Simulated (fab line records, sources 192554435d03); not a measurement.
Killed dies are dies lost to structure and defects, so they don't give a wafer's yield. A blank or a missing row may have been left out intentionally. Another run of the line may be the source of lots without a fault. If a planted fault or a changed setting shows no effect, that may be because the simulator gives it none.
Which of the tools did it? -- flow n5 finfet -- 12 lots (36 wafers sampled), 1 step of a 1938-step route

WHAT EACH GAUGE READ, for each wafer
N5_BEOL_M15_OVL_MEAS_29.
lot,measured,on,M15_OVL (nm)
L075,day 12 10:14,overlay-01,-8 -6 -7
L079,day 12 22:14,overlay-02,3 0 6
L078,day 13 20:11,overlay-01,-1 -3 3
L080,day 14 08:07,overlay-02,-6 -8 -8
L082,day 14 12:43,overlay-01,-4 -9 -1
L085,day 14 17:57,overlay-02,1 -7 0
L087,day 15 19:02,overlay-01,0 -1 -6
L088,day 16 03:40,overlay-02,-13 0 -4
L092,day 16 10:15,overlay-02,-3 -7 -3
L091,day 16 19:35,overlay-01,-6 5 0
L094,day 17 06:22,overlay-01,5 9 2
L097,day 19 23:21,overlay-02,-1 -1 2

TOOL THAT RAN EACH LOT (tool first, then ch and the chambers of the sampled wafers, then the start)
Before these readings, the record contains no process step.

THE ANSWER, worked out from the rows above alone
Rule: what is usual is taken from the lots themselves. Put in order of their means at a reading, lots are off if they are a third of the lots or fewer, leave a main group of 4 or more, and stand apart from it by a gap of 3 or more times the standard deviation of the main group's means; of several such gaps the widest counts. A main group is skipped when, at the precision printed for the reading in the tables above, its means are all equal. A lot without any number at a reading at which 4 lots or more have one is off too. All remaining lots with rows at the step are treated as sound.
No lot is off at any reading shown: from this, nothing can be told.

WHAT WAS PUT IN BY THE SIMULATOR
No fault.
